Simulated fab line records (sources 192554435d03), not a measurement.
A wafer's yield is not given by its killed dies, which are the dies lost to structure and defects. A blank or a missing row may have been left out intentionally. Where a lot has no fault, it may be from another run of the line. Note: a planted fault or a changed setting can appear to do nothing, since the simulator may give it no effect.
Which tool is to blame? / flow n5Finfet / Sampling: 24 lots, 72 wafers, 6 of 1938 route steps

WHAT EACH GAUGE READ, for each wafer
N5_BEOL_M5_CD_MEAS_18: pitch 56 nm, target cd 28 nm.
lot=L074; measured=day 8 11:26; on=cdSem-02; cdNm (nm)=28.1 27.9 28.0
lot=L076; measured=day 8 17:07; on=cdSem-02; cdNm (nm)=27.5 28.1 28.4
lot=L075; measured=day 8 20:32; on=cdSem-03; cdNm (nm)=27.9 27.8 28.2
lot=L077; measured=day 9 06:20; on=cdSem-02; cdNm (nm)=28.0 27.7 27.8
lot=L078; measured=day 9 13:55; on=cdSem-03; cdNm (nm)=28.0 27.1 27.6
lot=L079; measured=day 9 15:44; on=cdSem-02; cdNm (nm)=27.1 27.9 27.8
lot=L080; measured=day 9 23:46; on=cdSem-03; cdNm (nm)=27.8 27.6 28.0
lot=L081; measured=day 9 23:55; on=cdSem-01; cdNm (nm)=28.4 28.1 28.4
lot=L082; measured=day 10 00:00; on=cdSem-01; cdNm (nm)=27.7 28.4 27.9
lot=L083; measured=day 10 15:14; on=cdSem-02; cdNm (nm)=27.9 27.8 28.0
lot=L085; measured=day 10 22:19; on=cdSem-02; cdNm (nm)=27.9 27.4 28.0
lot=L084; measured=day 11 00:08; on=cdSem-03; cdNm (nm)=28.0 27.6 28.1
lot=L087; measured=day 11 18:12; on=cdSem-03; cdNm (nm)=28.2 28.1 28.8
lot=L089; measured=day 12 01:31; on=cdSem-03; cdNm (nm)=28.4 28.0 28.0
lot=L086; measured=day 12 02:01; on=cdSem-03; cdNm (nm)=27.8 27.8 28.0
lot=L088; measured=day 12 09:28; on=cdSem-02; cdNm (nm)=28.5 28.0 27.7
lot=L090; measured=day 12 11:44; on=cdSem-03; cdNm (nm)=28.0 27.5 27.6
lot=L091; measured=day 13 20:46; on=cdSem-01; cdNm (nm)=27.9 27.6 27.8
lot=L093; measured=day 14 01:01; on=cdSem-02; cdNm (nm)=27.4 27.3 27.4
lot=L094; measured=day 14 05:05; on=cdSem-02; cdNm (nm)=28.5 27.9 28.1
lot=L092; measured=day 14 07:10; on=cdSem-03; cdNm (nm)=27.8 28.4 28.3
lot=L096; measured=day 14 23:54; on=cdSem-03; cdNm (nm)=27.8 27.5 27.6
lot=L095; measured=day 14 23:59; on=cdSem-02; cdNm (nm)=27.9 28.3 28.1
lot=L097; measured=day 15 02:58; on=cdSem-02; cdNm (nm)=28.0 27.9 28.2

WHAT TOOL EACH LOT RAN ON (gives the tool, then ch and the chambers of the sampled wafers, and finally the start)
lot=L074; N5_BEOL_M4_SURFACE_TREAT_85=pvdSputter-01, day 8 04:31; N5_BEOL_M4_SPUTTER_81=pvdSputter-01, day 8 05:31; N5_BEOL_M4_SPUTTER_88=pvdSputter-01, day 8 05:58; N5_BEOL_M4_SPUTTER_96=pvdSputter-01, day 8 06:50; N5_BEOL_M5_CURE_79=uvCure-01 ch 0, day 8 09:04
lot=L076; N5_BEOL_M4_SURFACE_TREAT_85=pvdSputter-01, day 8 10:26; N5_BEOL_M4_SPUTTER_81=pvdSputter-02, day 8 11:32; N5_BEOL_M4_SPUTTER_88=pvdSputter-02, day 8 11:58; N5_BEOL_M4_SPUTTER_96=pvdSputter-02, day 8 12:51; N5_BEOL_M5_CURE_79=uvCure-01 ch 1, day 8 15:03
lot=L075; N5_BEOL_M4_SURFACE_TREAT_85=pvdSputter-03, day 8 13:40; N5_BEOL_M4_SPUTTER_81=pvdSputter-01, day 8 14:31; N5_BEOL_M4_SPUTTER_88=pvdSputter-01, day 8 14:58; N5_BEOL_M4_SPUTTER_96=pvdSputter-01, day 8 15:50; N5_BEOL_M5_CURE_79=uvCure-03 ch 2, day 8 18:04
lot=L077; N5_BEOL_M4_SURFACE_TREAT_85=pvdSputter-01, day 8 21:54; N5_BEOL_M4_SPUTTER_81=pvdSputter-01, day 8 22:49; N5_BEOL_M4_SPUTTER_88=pvdSputter-01, day 8 23:16; N5_BEOL_M4_SPUTTER_96=pvdSputter-01, day 9 00:08; N5_BEOL_M5_CURE_79=uvCure-02 ch 0, day 9 02:16
lot=L078; N5_BEOL_M4_SURFACE_TREAT_85=pvdSputter-03, day 9 06:41; N5_BEOL_M4_SPUTTER_81=pvdSputter-03, day 9 07:27; N5_BEOL_M4_SPUTTER_88=pvdSputter-03, day 9 07:53; N5_BEOL_M4_SPUTTER_96=pvdSputter-03, day 9 08:48; N5_BEOL_M5_CURE_79=uvCure-02 ch 2, day 9 11:17
lot=L079; N5_BEOL_M4_SURFACE_TREAT_85=pvdSputter-01, day 9 09:12; N5_BEOL_M4_SPUTTER_81=pvdSputter-03, day 9 09:54; N5_BEOL_M4_SPUTTER_88=pvdSputter-03, day 9 10:22; N5_BEOL_M4_SPUTTER_96=pvdSputter-03, day 9 11:20; N5_BEOL_M5_CURE_79=uvCure-03 ch 2, day 9 14:01
lot=L080; N5_BEOL_M4_SURFACE_TREAT_85=pvdSputter-02, day 9 14:34; N5_BEOL_M4_SPUTTER_81=pvdSputter-02, day 9 15:19; N5_BEOL_M4_SPUTTER_88=pvdSputter-02, day 9 15:46; N5_BEOL_M4_SPUTTER_96=pvdSputter-02, day 9 16:38; N5_BEOL_M5_CURE_79=uvCure-02 ch 1, day 9 19:11
lot=L081; N5_BEOL_M4_SURFACE_TREAT_85=pvdSputter-01, day 9 15:17; N5_BEOL_M4_SPUTTER_81=pvdSputter-01, day 9 16:05; N5_BEOL_M4_SPUTTER_88=pvdSputter-01, day 9 16:32; N5_BEOL_M4_SPUTTER_96=pvdSputter-01, day 9 17:25; N5_BEOL_M5_CURE_79=uvCure-03 ch 0, day 9 19:37
lot=L082; N5_BEOL_M4_SURFACE_TREAT_85=pvdSputter-01, day 9 15:20; N5_BEOL_M4_SPUTTER_81=pvdSputter-02, day 9 17:10; N5_BEOL_M4_SPUTTER_88=pvdSputter-02, day 9 17:36; N5_BEOL_M4_SPUTTER_96=pvdSputter-02, day 9 18:29; N5_BEOL_M5_CURE_79=uvCure-02 ch 0, day 9 20:38
lot=L083; N5_BEOL_M4_SURFACE_TREAT_85=pvdSputter-02, day 10 08:55; N5_BEOL_M4_SPUTTER_81=pvdSputter-03, day 10 09:36; N5_BEOL_M4_SPUTTER_88=pvdSputter-03, day 10 10:02; N5_BEOL_M4_SPUTTER_96=pvdSputter-03, day 10 10:55; N5_BEOL_M5_CURE_79=uvCure-03 ch 1, day 10 13:21
lot=L085; N5_BEOL_M4_SURFACE_TREAT_85=pvdSputter-02, day 10 09:46; N5_BEOL_M4_SPUTTER_81=pvdSputter-02, day 10 10:36; N5_BEOL_M4_SPUTTER_88=pvdSputter-02, day 10 11:02; N5_BEOL_M4_SPUTTER_96=pvdSputter-02, day 10 11:55; N5_BEOL_M5_CURE_79=uvCure-03 ch 0, day 10 20:27
lot=L084; N5_BEOL_M4_SURFACE_TREAT_85=pvdSputter-02, day 10 12:16; N5_BEOL_M4_SPUTTER_81=pvdSputter-03, day 10 12:56; N5_BEOL_M4_SPUTTER_88=pvdSputter-03, day 10 13:23; N5_BEOL_M4_SPUTTER_96=pvdSputter-03, day 10 14:16; N5_BEOL_M5_CURE_79=uvCure-02 ch 2, day 10 22:06
lot=L087; N5_BEOL_M4_SURFACE_TREAT_85=pvdSputter-02, day 11 11:21; N5_BEOL_M4_SPUTTER_81=pvdSputter-02, day 11 12:01; N5_BEOL_M4_SPUTTER_88=pvdSputter-02, day 11 12:27; N5_BEOL_M4_SPUTTER_96=pvdSputter-02, day 11 13:20; N5_BEOL_M5_CURE_79=uvCure-02 ch 0, day 11 15:59
lot=L089; N5_BEOL_M4_SURFACE_TREAT_85=pvdSputter-01, day 11 17:58; N5_BEOL_M4_SPUTTER_81=pvdSputter-02, day 11 18:40; N5_BEOL_M4_SPUTTER_88=pvdSputter-02, day 11 19:06; N5_BEOL_M4_SPUTTER_96=pvdSputter-02, day 11 19:59; N5_BEOL_M5_CURE_79=uvCure-02 ch 0, day 11 22:07
lot=L086; N5_BEOL_M4_SURFACE_TREAT_85=pvdSputter-03, day 11 18:39; N5_BEOL_M4_SPUTTER_81=pvdSputter-03, day 11 19:22; N5_BEOL_M4_SPUTTER_88=pvdSputter-03, day 11 19:49; N5_BEOL_M4_SPUTTER_96=pvdSputter-03, day 11 20:41; N5_BEOL_M5_CURE_79=uvCure-02 ch 2, day 11 23:08
lot=L088; N5_BEOL_M4_SURFACE_TREAT_85=pvdSputter-02, day 12 01:38; N5_BEOL_M4_SPUTTER_81=pvdSputter-02, day 12 02:23; N5_BEOL_M4_SPUTTER_88=pvdSputter-02, day 12 02:49; N5_BEOL_M4_SPUTTER_96=pvdSputter-02, day 12 03:42; N5_BEOL_M5_CURE_79=uvCure-03 ch 0, day 12 05:57
lot=L090; N5_BEOL_M4_SURFACE_TREAT_85=pvdSputter-02, day 12 03:47; N5_BEOL_M4_SPUTTER_81=pvdSputter-02, day 12 04:31; N5_BEOL_M4_SPUTTER_88=pvdSputter-02, day 12 04:58; N5_BEOL_M4_SPUTTER_96=pvdSputter-02, day 12 05:50; N5_BEOL_M5_CURE_79=uvCure-03 ch 1, day 12 08:17
lot=L091; N5_BEOL_M4_SURFACE_TREAT_85=pvdSputter-01, day 13 13:49; N5_BEOL_M4_SPUTTER_81=pvdSputter-03, day 13 14:50; N5_BEOL_M4_SPUTTER_88=pvdSputter-03, day 13 15:17; N5_BEOL_M4_SPUTTER_96=pvdSputter-03, day 13 16:10; N5_BEOL_M5_CURE_79=uvCure-03 ch 0, day 13 18:23
lot=L093; N5_BEOL_M4_SURFACE_TREAT_85=pvdSputter-03, day 13 16:40; N5_BEOL_M4_SPUTTER_81=pvdSputter-01, day 13 17:33; N5_BEOL_M4_SPUTTER_88=pvdSputter-01, day 13 17:59; N5_BEOL_M4_SPUTTER_96=pvdSputter-01, day 13 18:52; N5_BEOL_M5_CURE_79=uvCure-03 ch 0, day 13 21:23
lot=L094; N5_BEOL_M4_SURFACE_TREAT_85=pvdSputter-01, day 13 21:34; N5_BEOL_M4_SPUTTER_81=pvdSputter-02, day 13 22:32; N5_BEOL_M4_SPUTTER_88=pvdSputter-02, day 13 22:59; N5_BEOL_M4_SPUTTER_96=pvdSputter-02, day 13 23:52; N5_BEOL_M5_CURE_79=uvCure-01 ch 2, day 14 02:08
lot=L092; N5_BEOL_M4_SURFACE_TREAT_85=pvdSputter-02, day 14 01:10; N5_BEOL_M4_SPUTTER_81=pvdSputter-03, day 14 01:53; N5_BEOL_M4_SPUTTER_88=pvdSputter-03, day 14 02:19; N5_BEOL_M4_SPUTTER_96=pvdSputter-03, day 14 03:12; N5_BEOL_M5_CURE_79=uvCure-03 ch 1, day 14 05:34
lot=L096; N5_BEOL_M4_SURFACE_TREAT_85=pvdSputter-02, day 14 17:08; N5_BEOL_M4_SPUTTER_81=pvdSputter-02, day 14 17:54; N5_BEOL_M4_SPUTTER_88=pvdSputter-02, day 14 18:20; N5_BEOL_M4_SPUTTER_96=pvdSputter-02, day 14 19:13; N5_BEOL_M5_CURE_79=uvCure-02 ch 2, day 14 21:23
lot=L095; N5_BEOL_M4_SURFACE_TREAT_85=pvdSputter-02, day 14 17:17; N5_BEOL_M4_SPUTTER_81=pvdSputter-03, day 14 18:12; N5_BEOL_M4_SPUTTER_88=pvdSputter-03, day 14 18:38; N5_BEOL_M4_SPUTTER_96=pvdSputter-03, day 14 19:31; N5_BEOL_M5_CURE_79=uvCure-03 ch 0, day 14 22:16
lot=L097; N5_BEOL_M4_SURFACE_TREAT_85=pvdSputter-01, day 14 20:27; N5_BEOL_M4_SPUTTER_81=pvdSputter-01, day 14 21:11; N5_BEOL_M4_SPUTTER_88=pvdSputter-01, day 14 21:37; N5_BEOL_M4_SPUTTER_96=pvdSputter-01, day 14 22:30; N5_BEOL_M5_CURE_79=uvCure-03 ch 1, day 15 00:55
- N5_BEOL_M4_SURFACE_TREAT_85
- N5_BEOL_M4_SPUTTER_81: material Cu, target thk 4.5 nm, time 8.29 s.
- N5_BEOL_M4_SPUTTER_88: material Cu, target thk 4.5 nm, time 8.29 s.
- N5_BEOL_M4_SPUTTER_96: material Cu, target thk 4.5 nm, time 8.29 s.
- N5_BEOL_M5_CURE_79: cures SiCOH lowk, time 240 s.

AS READ BY THE TOOLS THEMSELVES (means over the sampled wafers that have a number; for cases with no such wafer, the mark the record gives instead)
N5_BEOL_M4_SPUTTER_81.
lot=L074; tool=pvdSputter-01; susceptorTempC (C)=-19.98; throttleValvePct (%)=31.1
lot=L076; tool=pvdSputter-02; susceptorTempC (C)=-20.05; throttleValvePct (%)=29.2
lot=L075; tool=pvdSputter-01; susceptorTempC (C)=-19.92; throttleValvePct (%)=30.8
lot=L077; tool=pvdSputter-01; susceptorTempC (C)=-19.92; throttleValvePct (%)=31.2
lot=L078; tool=pvdSputter-03; susceptorTempC (C)=-19.95; throttleValvePct (%)=31.7
lot=L079; tool=pvdSputter-03; susceptorTempC (C)=-19.98; throttleValvePct (%)=31.1
lot=L080; tool=pvdSputter-02; susceptorTempC (C)=-19.90; throttleValvePct (%)=29.0
lot=L081; tool=pvdSputter-01; susceptorTempC (C)=-20.07; throttleValvePct (%)=30.9
lot=L082; tool=pvdSputter-02; susceptorTempC (C)=-19.88; throttleValvePct (%)=29.0
lot=L083; tool=pvdSputter-03; susceptorTempC (C)=-20.06; throttleValvePct (%)=30.8
lot=L085; tool=pvdSputter-02; susceptorTempC (C)=-20.05; throttleValvePct (%)=29.1
lot=L084; tool=pvdSputter-03; susceptorTempC (C)=-20.03; throttleValvePct (%)=30.8
lot=L087; tool=pvdSputter-02; susceptorTempC (C)=-19.96; throttleValvePct (%)=29.4
lot=L089; tool=pvdSputter-02; susceptorTempC (C)=-20.01; throttleValvePct (%)=29.3
lot=L086; tool=pvdSputter-03; susceptorTempC (C)=-20.01; throttleValvePct (%)=30.3
lot=L088; tool=pvdSputter-02; susceptorTempC (C)=-20.00; throttleValvePct (%)=29.2
lot=L090; tool=pvdSputter-02; susceptorTempC (C)=-19.94; throttleValvePct (%)=29.0
lot=L091; tool=pvdSputter-03; susceptorTempC (C)=-20.07; throttleValvePct (%)=31.1
lot=L093; tool=pvdSputter-01; susceptorTempC (C)=-19.97; throttleValvePct (%)=31.2
lot=L094; tool=pvdSputter-02; susceptorTempC (C)=-19.90; throttleValvePct (%)=29.0
lot=L092; tool=pvdSputter-03; susceptorTempC (C)=-19.97; throttleValvePct (%)=30.9
lot=L096; tool=pvdSputter-02; susceptorTempC (C)=-19.96; throttleValvePct (%)=29.1
lot=L095; tool=pvdSputter-03; susceptorTempC (C)=-19.94; throttleValvePct (%)=30.9
lot=L097; tool=pvdSputter-01; susceptorTempC (C)=-19.96; throttleValvePct (%)=30.8

N5_BEOL_M4_SPUTTER_88.
lot=L074; tool=pvdSputter-01; susceptorTempC (C)=-20.05; throttleValvePct (%)=31.3
lot=L076; tool=pvdSputter-02; susceptorTempC (C)=-19.98; throttleValvePct (%)=29.1
lot=L075; tool=pvdSputter-01; susceptorTempC (C)=-19.93; throttleValvePct (%)=30.9
lot=L077; tool=pvdSputter-01; susceptorTempC (C)=-20.11; throttleValvePct (%)=31.3
lot=L078; tool=pvdSputter-03; susceptorTempC (C)=-20.02; throttleValvePct (%)=31.6
lot=L079; tool=pvdSputter-03; susceptorTempC (C)=-19.86; throttleValvePct (%)=31.3
lot=L080; tool=pvdSputter-02; susceptorTempC (C)=-20.05; throttleValvePct (%)=29.1
lot=L081; tool=pvdSputter-01; susceptorTempC (C)=-20.15; throttleValvePct (%)=30.6
lot=L082; tool=pvdSputter-02; susceptorTempC (C)=-20.04; throttleValvePct (%)=29.0
lot=L083; tool=pvdSputter-03; susceptorTempC (C)=-20.08; throttleValvePct (%)=30.9
lot=L085; tool=pvdSputter-02; susceptorTempC (C)=-19.96; throttleValvePct (%)=29.1
lot=L084; tool=pvdSputter-03; susceptorTempC (C)=-20.10; throttleValvePct (%)=30.7
lot=L087; tool=pvdSputter-02; susceptorTempC (C)=-19.93; throttleValvePct (%)=29.3
lot=L089; tool=pvdSputter-02; susceptorTempC (C)=-20.02; throttleValvePct (%)=28.9
lot=L086; tool=pvdSputter-03; susceptorTempC (C)=-19.97; throttleValvePct (%)=30.3
lot=L088; tool=pvdSputter-02; susceptorTempC (C)=-20.01; throttleValvePct (%)=29.3
lot=L090; tool=pvdSputter-02; susceptorTempC (C)=-19.89; throttleValvePct (%)=29.1
lot=L091; tool=pvdSputter-03; susceptorTempC (C)=-20.05; throttleValvePct (%)=31.1
lot=L093; tool=pvdSputter-01; susceptorTempC (C)=-19.91; throttleValvePct (%)=31.3
lot=L094; tool=pvdSputter-02; susceptorTempC (C)=-20.02; throttleValvePct (%)=29.2
lot=L092; tool=pvdSputter-03; susceptorTempC (C)=-20.08; throttleValvePct (%)=31.0
lot=L096; tool=pvdSputter-02; susceptorTempC (C)=-20.12; throttleValvePct (%)=29.0
lot=L095; tool=pvdSputter-03; susceptorTempC (C)=-20.02; throttleValvePct (%)=31.1
lot=L097; tool=pvdSputter-01; susceptorTempC (C)=-20.03; throttleValvePct (%)=30.9

N5_BEOL_M4_SPUTTER_96.
lot=L074; tool=pvdSputter-01; susceptorTempC (C)=-20.00; throttleValvePct (%)=31.1
lot=L076; tool=pvdSputter-02; susceptorTempC (C)=-19.88; throttleValvePct (%)=29.1
lot=L075; tool=pvdSputter-01; susceptorTempC (C)=-19.93; throttleValvePct (%)=30.7
lot=L077; tool=pvdSputter-01; susceptorTempC (C)=-19.93; throttleValvePct (%)=31.2
lot=L078; tool=pvdSputter-03; susceptorTempC (C)=-19.97; throttleValvePct (%)=31.8
lot=L079; tool=pvdSputter-03; susceptorTempC (C)=-20.10; throttleValvePct (%)=31.3
lot=L080; tool=pvdSputter-02; susceptorTempC (C)=-20.00; throttleValvePct (%)=29.1
lot=L081; tool=pvdSputter-01; susceptorTempC (C)=-20.11; throttleValvePct (%)=30.8
lot=L082; tool=pvdSputter-02; susceptorTempC (C)=-20.09; throttleValvePct (%)=29.0
lot=L083; tool=pvdSputter-03; susceptorTempC (C)=-20.02; throttleValvePct (%)=30.9
lot=L085; tool=pvdSputter-02; susceptorTempC (C)=-19.99; throttleValvePct (%)=29.1
lot=L084; tool=pvdSputter-03; susceptorTempC (C)=-20.05; throttleValvePct (%)=30.9
lot=L087; tool=pvdSputter-02; susceptorTempC (C)=-19.96; throttleValvePct (%)=29.4
lot=L089; tool=pvdSputter-02; susceptorTempC (C)=-20.00; throttleValvePct (%)=28.9
lot=L086; tool=pvdSputter-03; susceptorTempC (C)=-20.02; throttleValvePct (%)=30.5
lot=L088; tool=pvdSputter-02; susceptorTempC (C)=-20.11; throttleValvePct (%)=29.1
lot=L090; tool=pvdSputter-02; susceptorTempC (C)=-19.99; throttleValvePct (%)=29.1
lot=L091; tool=pvdSputter-03; susceptorTempC (C)=-20.01; throttleValvePct (%)=31.2
lot=L093; tool=pvdSputter-01; susceptorTempC (C)=-19.89; throttleValvePct (%)=31.2
lot=L094; tool=pvdSputter-02; susceptorTempC (C)=-19.95; throttleValvePct (%)=29.1
lot=L092; tool=pvdSputter-03; susceptorTempC (C)=-20.04; throttleValvePct (%)=30.9
lot=L096; tool=pvdSputter-02; susceptorTempC (C)=-20.04; throttleValvePct (%)=29.0
lot=L095; tool=pvdSputter-03; susceptorTempC (C)=-20.01; throttleValvePct (%)=31.1
lot=L097; tool=pvdSputter-01; susceptorTempC (C)=-19.97; throttleValvePct (%)=30.8

N5_BEOL_M5_CURE_79.
lot=L074; tool=uvCure-01; lampPowerPct (%)=52.30; wafer_temp_C_max=386.1
lot=L076; tool=uvCure-01; lampPowerPct (%)=52.33; wafer_temp_C_max=385.7
lot=L075; tool=uvCure-03; lampPowerPct (%)=52.36; wafer_temp_C_max=387.7
lot=L077; tool=uvCure-02; lampPowerPct (%)=52.33; wafer_temp_C_max=386.4
lot=L078; tool=uvCure-02; lampPowerPct (%)=52.30; wafer_temp_C_max=386.6
lot=L079; tool=uvCure-03; lampPowerPct (%)=52.30; wafer_temp_C_max=387.8
lot=L080; tool=uvCure-02; lampPowerPct (%)=52.33; wafer_temp_C_max=386.7
lot=L081; tool=uvCure-03; lampPowerPct (%)=52.31; wafer_temp_C_max=387.3
lot=L082; tool=uvCure-02; lampPowerPct (%)=52.28; wafer_temp_C_max=386.6
lot=L083; tool=uvCure-03; lampPowerPct (%)=52.34; wafer_temp_C_max=386.5
lot=L085; tool=uvCure-03; lampPowerPct (%)=52.27; wafer_temp_C_max=386.9
lot=L084; tool=uvCure-02; lampPowerPct (%)=52.31; wafer_temp_C_max=387.0
lot=L087; tool=uvCure-02; lampPowerPct (%)=52.29; wafer_temp_C_max=385.9
lot=L089; tool=uvCure-02; lampPowerPct (%)=52.35; wafer_temp_C_max=386.1
lot=L086; tool=uvCure-02; lampPowerPct (%)=52.37; wafer_temp_C_max=386.9
lot=L088; tool=uvCure-03; lampPowerPct (%)=52.32; wafer_temp_C_max=387.0
lot=L090; tool=uvCure-03; lampPowerPct (%)=52.28; wafer_temp_C_max=386.3
lot=L091; tool=uvCure-03; lampPowerPct (%)=52.30; wafer_temp_C_max=387.2
lot=L093; tool=uvCure-03; lampPowerPct (%)=52.21; wafer_temp_C_max=386.9
lot=L094; tool=uvCure-01; lampPowerPct (%)=52.32; wafer_temp_C_max=386.0
lot=L092; tool=uvCure-03; lampPowerPct (%)=52.28; wafer_temp_C_max=386.7
lot=L096; tool=uvCure-02; lampPowerPct (%)=52.35; wafer_temp_C_max=386.7
lot=L095; tool=uvCure-03; lampPowerPct (%)=52.33; wafer_temp_C_max=386.8
lot=L097; tool=uvCure-03; lampPowerPct (%)=52.32; wafer_temp_C_max=386.6

THE ANSWER, worked out from the rows above alone
Rule: the usual values come from the lots themselves. Put in order of their means at a reading, lots are off if they are a third of the lots or fewer, leave a main group of 4 or more, and stand apart from it by a gap of 3 or more times the standard deviation of the main group's means; of several such gaps the widest counts. A main group is skipped when, at the precision printed for the reading in the tables above, its means are all equal. Also off: a lot with no number at a reading for which 4 or more lots have one. The other lots that the step has rows for count as sound. The gauges are gone through in route order, then the tools' own readings, and for those a lot's mean is taken as printed above. At the first step where some lot is off, the reading lying furthest off is the one used; lots without a number count as furthest.
No lot is off at any reading shown: from this, nothing can be told.

WHAT THE SIMULATOR HAD PUT IN
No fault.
